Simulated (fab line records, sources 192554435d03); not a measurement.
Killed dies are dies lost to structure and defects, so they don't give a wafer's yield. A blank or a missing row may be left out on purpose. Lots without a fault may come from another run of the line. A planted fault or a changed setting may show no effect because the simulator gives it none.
fab line records | flow n5_finfet
record lots=7 wafers=19 last_day=18
route steps=1938 shown BEOL_M15@1811
lots that met no fault: from a run of the same line without faults
start_h: hours from the record's first day to the start of the lot's first wafer shown | wait_h: hours since the lot's step before | " the same as in the row above | L1.1+2: a row that stands for several wafers | - no value, or no start given | * or withheld: withheld | < > ~ a bound
route shown NAME@n: a module of which the file shows steps, and the number in the route of the first | usual: mean/standard deviation of fault-free wafers | same: alike in all rows | chamber/n: place in a boat | sites: the reading at each site | _std_site: their standard deviation | _edge_site: outer sites' mean less inner sites' | radius_mm: how far each site lies from the wafer's centre | mask NAME#n: copy n | behind: the tool/chamber that last shaped the wafer | hold: why the lot was held/for how many hours/how that ended | device: the transistor (n, p or np) that didn't switch | end of line: the same wafers' tests at the end of the route | a step without rows: its recipe alone | killed: dies lost to structure and defects at the first sort, not the wafer's yield | map: a wafer's dies, x killed, . not, _ none there
set.NAME: the setting as run; set.NAME@STEP: as run at that earlier step | model.NAME: the simulator's own value behind a step, which no gauge read
lots at some steps of the route; a table a step, a row a wafer
services: from which hour (start_h, from the record's first day; less than 0 if before it) a tool's chamber was out of use, for how many hours, and why
## steps
# step N5_BEOL_M15_STRIP_36
# recipe chemistry=O2 power_w=600 temp_c=60 pressure_mtorr=30 rf_frequency_hz=6e+07 bias_power_w=0 overash_fraction=0.3 o2_flow_sccm=225
# step N5_BEOL_M15_STRIP_62
# recipe chemistry=O2 power_w=600 temp_c=60 pressure_mtorr=30 rf_frequency_hz=6e+07 bias_power_w=0 overash_fraction=0.3 o2_flow_sccm=225
# step N5_BEOL_M15_STRIP_37
# recipe chemistry=O2 power_w=600 temp_c=60 pressure_mtorr=30 rf_frequency_hz=6e+07 bias_power_w=0 overash_fraction=0.3 o2_flow_sccm=225
# usual drypump_motor_current_A=5.9/0.33 oes_product_au=0.81/0.086 rf_vpp_V=3.7/0.61 showerhead_plenum_p_Torr=2.10/0.044 throttle_valve_pct=16.64/0.26
# same bias_power_w=0
# columns lot.wafer tool chamber start_h wait_h drypump_motor_current_A oes_product_au rf_hours_counter_h rf_vpp_V showerhead_plenum_p_Torr throttle_valve_pct
L516.3 rie_diel-01 3 - - 5.8 0.77 140 3.0 2.01 16.93
L516.4 " 1 " " 5.9 0.97 2 3.5 2.05 16.33
L516.6 " 3 " " 5.8 0.76 - 3.5 2.01 16.93
L517.1 rie_diel-01 0 - - 6.3 0.94 16 2.3 2.15 16.22
L517.2 " 2 " " 5.5 0.65 242 3.8 2.16 17.07
L517.5 " 0 " " 6.3 0.93 - 4.0 2.15 16.21
L526.1 rie_diel-02 3 - - 5.6 0.71 193 4.2 2.08 16.53
L526.4 " 1 " " 6.4 0.70 223 3.2 2.07 16.99
L530.1 rie_diel-05 3 - - 6.0 0.90 15 3.4 2.15 16.37
L530.4 " 1 " " 5.9 0.81 86 4.5 2.11 16.37
L530.6 " 0 " " 6.1 0.80 - 3.4 2.12 16.87
L527.1 rie_diel-01 0 - - 6.3 0.88 40 4.7 2.14 16.26
L527.4 " 2 " " 5.5 0.95 12 4.8 2.15 16.62
L531.2 rie_diel-05 1 - - 5.9 0.82 86 3.4 2.11 16.38
L531.3 " 2 " " 5.5 0.77 113 3.3 2.11 16.67
L531.6 " 0 " " 6.1 0.80 - 2.8 2.12 16.85
L537.1 rie_diel-05 1 - - 5.9 0.80 101 3.0 2.11 16.42
L537.3 " 3 " " 6.0 0.87 30 3.2 2.14 16.35
L537.6 " 1 " " 5.9 0.80 - 4.6 2.11 16.39
# step N5_BEOL_M15_ETCH_38
# recipe chemistry=CF4/N2 target=SiCN target_depth_a=1064 taper_deg=2 time_s=120.5 ion_energy_ev=150 mask_material=SiO2 pressure_mtorr=40 source_w=430 bias_w=70 Ar_flow_sccm=100 cf4_flow_sccm=60 n2_flow_sccm=60
# usual drypump_motor_current_A=5.9/0.32 oes_product_au=0.81/0.086 rf_vpp_V=382.4/1.5 showerhead_plenum_p_Torr=2.21/0.041 throttle_valve_pct=15.41/0.27
# columns lot.wafer tool chamber start_h wait_h drypump_motor_current_A oes_product_au rf_hours_counter_h rf_vpp_V showerhead_plenum_p_Torr throttle_valve_pct
L516.3 rie_diel-01 3 - - 5.8 0.77 140 380.5 2.12 15.70
L516.4 " 1 " " 5.9 0.98 2 380.0 2.17 15.11
L516.6 " 3 " " 5.8 0.77 - 379.4 2.12 15.71
L517.1 rie_diel-01 0 - - 6.4 0.93 16 383.9 2.25 14.97
L517.2 " 2 " " 5.5 0.66 242 383.4 2.26 15.84
L517.5 " 0 " " 6.3 0.94 - 384.4 2.25 14.95
L526.1 rie_diel-02 3 - - 5.7 0.71 194 380.8 2.20 15.35
L526.4 " 1 " " 6.3 0.70 223 382.8 2.18 15.79
L530.1 rie_diel-05 3 - - 6.0 0.91 15 385.0 2.26 15.07
L530.4 " 1 " " 5.9 0.83 86 382.2 2.23 15.17
L530.6 " 0 " " 6.1 0.82 - 382.2 2.23 15.62
L527.1 rie_diel-01 0 - - 6.3 0.88 40 385.4 2.24 15.01
L527.4 " 2 " " 5.5 0.96 12 384.7 2.26 15.36
L531.2 rie_diel-05 1 - - 5.9 0.83 86 383.6 2.23 15.16
L531.3 " 2 " " 5.5 0.76 113 382.7 2.22 15.37
L531.6 " 0 " " 6.1 0.82 - 384.1 2.23 15.60
L537.1 rie_diel-05 1 - - 5.8 0.80 101 381.8 2.22 15.21
L537.3 " 3 " " 6.0 0.88 30 382.8 2.25 15.09
L537.6 " 1 " " 5.9 0.81 - 382.1 2.22 15.21
# step N5_BEOL_M15_PRECLEAN_39
# recipe chemistry=residue_remover time_s=60 temp_c=40
# step N5_BEOL_M15_SRD_40
# recipe time_s=30 temp_c=23 rinse_liquid=diw dry=n2_spin spin_rpm=1500 dry_time_s=30
# step N5_BEOL_M15_DEGAS_41
# recipe ambient=vacuum temp_c=300 time_s=60
# usual heater_power_w=474/55
# columns lot.wafer tool chamber start_h wait_h heater_power_w
L516.3 pvd_sputter-02 - 261.20 2.3 558
L516.4 " - " " 566
L516.6 " - " " 553
L517.1 pvd_sputter-02 - 265.45 1.7 441
L517.2 " - " " 486
L517.5 " - " " 555
L526.1 pvd_sputter-02 - 338.14 0.3 546
L526.4 " - " " 434
L530.1 pvd_sputter-01 - 352.18 0.7 389
L530.4 " - " " 474
L530.6 " - " " 492
L527.1 pvd_sputter-02 - 352.76 1.2 549
L527.4 " - " " 569
L531.2 pvd_sputter-03 - 353.62 0.3 479
L531.3 " - " " 441
L531.6 " - " " 472
L537.1 pvd_sputter-02 - 415.46 0.1 473
L537.3 " - " " 556
L537.6 " - " " 484
# step N5_BEOL_M15_PRE_CLEAN_42
# recipe gas=H2/He time_s=30 temp_c=300
# step N5_BEOL_M15_SPUTTER_43
# recipe material=TaN target_thk_a=150 temp_c=50 bias_v=168.6 power_w=15000 chamber_pressure_pa=0.12 time_s=24.19
# step N5_BEOL_M15_SPUTTER_44
# recipe material=Ta target_thk_a=150 temp_c=50 bias_v=80 power_w=15000 chamber_pressure_pa=0.07 time_s=24.19
# step N5_BEOL_M15_SPUTTER_45
# recipe material=Cu target_thk_a=1000 temp_c=-20 bias_v=60 power_w=26000 chamber_pressure_pa=0.13 time_s=16.67
# usual chuck_gas_flow_sccm=1.27/0.059 substrate_temp_c=-19.99/0.11 throttle_valve_pct=30.2/1.3
# columns lot.wafer tool chamber start_h wait_h chuck_gas_flow_sccm substrate_temp_c throttle_valve_pct
L516.3 pvd_sputter-02 - 261.44 0.0 1.30 -20.11 30.5
L516.4 " - " " 1.27 -19.93 33.0
L516.6 " - " " 1.21 -20.06 30.5
L517.1 pvd_sputter-02 - 265.69 0.0 1.33 -20.09 30.1
L517.2 " - " " 1.26 -19.92 28.0
L517.5 " - " " 1.32 -19.99 30.4
L526.1 pvd_sputter-02 - 338.38 0.0 1.26 -20.19 30.5
L526.4 " - " " 1.28 -20.16 30.1
L530.1 pvd_sputter-01 - 352.42 0.0 1.22 -19.98 29.7
L530.4 " - " " 1.38 -20.06 30.8
L530.6 " - " " 1.21 -19.92 30.5
L527.1 pvd_sputter-02 - 353.00 0.0 1.26 -19.96 30.4
L527.4 " - " " 1.30 -20.04 33.1
L531.2 pvd_sputter-03 - 353.86 0.0 1.19 -20.13 28.8
L531.3 " - " " 1.24 -20.01 30.4
L531.6 " - " " 1.30 -19.78 28.8
L537.1 pvd_sputter-02 - 415.70 0.0 1.24 -20.10 28.1
L537.3 " - " " 1.24 -20.01 30.5
L537.6 " - " " 1.27 -19.92 28.1
# step N5_BEOL_M15_ECD_47
# recipe material=Cu target_thk_a=18600
# columns lot.wafer tool chamber start_h wait_h model.Cu_of_BEOL_M15_ECD_47.thk_nm
L516.3 ecd_cu-01 0 261.63 0.2 1882
L516.4 " 1 " " 1864
L516.6 " 1 " " 1869
L517.1 ecd_cu-02 0 265.81 0.1 1867
L517.2 " 1 " " 1865
L517.5 " 0 " " 1842
L526.1 ecd_cu-02 0 338.50 0.1 1871
L526.4 " 1 " " 2518
L530.1 ecd_cu-02 0 352.54 0.1 1865
L530.4 " 0 " " 2519
L530.6 " 0 " " 1874
L527.1 ecd_cu-02 0 353.12 0.1 1830
L527.4 " 0 " " 2511
L531.2 ecd_cu-01 1 353.97 0.1 1853
L531.3 " 1 " " 1868
L531.6 " 1 " " 1848
L537.1 ecd_cu-02 1 415.81 0.1 1872
L537.3 " 0 " " 1867
L537.6 " 0 " " 1861
# step N5_BEOL_M15_ANNEAL_48
# recipe temp_c=225 time_s=90 ambient=N2
# usual anneal_temp_c_max=226.4/0.44 wafer_temp_C_max=225.95/0.22
# columns lot.wafer tool chamber start_h wait_h anneal_temp_c_max wafer_temp_C_max
L516.3 rtp_anneal-02 0 261.89 0.2 226.2 225.56
L516.4 " 0 " " 226.2 225.96
L516.6 " 0 " " 226.2 226.06
L517.1 rtp_anneal-02 0 266.05 0.2 225.6 225.82
L517.2 " 0 " " 225.8 225.87
L517.5 " 0 " " 225.7 226.42
L526.1 rtp_anneal-02 0 338.74 0.2 226.1 226.12
L526.4 " 0 " " 226.4 225.53
L530.1 rtp_anneal-02 0 352.78 0.2 226.1 225.78
L530.4 " 0 " " 226.5 226.02
L530.6 " 0 " " 225.9 225.81
L527.1 rtp_anneal-01 0 353.36 0.2 226.4 226.08
L527.4 " 0 " " 226.2 226.28
L531.2 rtp_anneal-01 0 354.31 0.3 227.8 225.90
L531.3 " 0 " " 226.5 225.93
L531.6 " 0 " " 226.8 225.87
L537.1 rtp_anneal-01 0 416.06 0.2 227.0 225.59
L537.3 " 0 " " 226.7 225.84
L537.6 " 0 " " 226.3 226.00
## services
# columns tool chamber start_h hours kind
ecd_cu-02 - 247.89 1.5 repair
rie_diel-02 - 275.29 0.6 repair
rie_diel-05 3 281.88 - clean
rie_diel-05 3 281.88 - consumable_replace:focus_ring
rie_diel-05 3 281.88 15.8 scheduled_down
rie_diel-05 3 281.88 15.8 vent_cycle
rie_diel-01 2 290.98 - clean
rie_diel-01 2 290.98 - consumable_replace:focus_ring
ecd_cu-02 - 298.86 2.1 repair
rie_diel-02 - 303.01 0.5 repair
rie_diel-01 0 311.36 5.4 repair
pvd_sputter-02 - 335.43 2.0 repair
rie_diel-01 - 338.55 0.3 repair
rie_diel-02 2 361.69 4.1 repair
rie_diel-05 - 374.94 0.4 repair
rie_diel-02 3 376.49 1.6 repair
rie_diel-01 1 377.45 5.0 repair
rie_diel-01 3 382.03 6.1 repair
rie_diel-05 - 385.19 14.6 pm
pvd_sputter-01 - 386.04 5.3 repair
rie_diel-02 3 395.22 12.3 repair
rtp_anneal-01 - 396.05 7.1 pm
rie_diel-01 2 400.15 2.8 repair
rie_diel-01 - 402.16 1.0 repair
## key
first_sign none at tools or gauges
model_effect step=N5_BEOL_M15_ECD_47 value=Cu_of_BEOL_M15_ECD_47.thk_nm without=1856 struck=2516
met_at N5_BEOL_M15_ECD_47
struck_wafers L526.4,L527.4,L530.4
onset_between 265.81 338.50
fault kind=process_parameter_drift tool=ecd_cu-02 chamber=- onset_h=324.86 steps=N5_BEOL_M15_ECD_47 channel=target_thk_a offset=* shape=step end_h=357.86 scope=struck_wafers_only acts_in=* stated=*
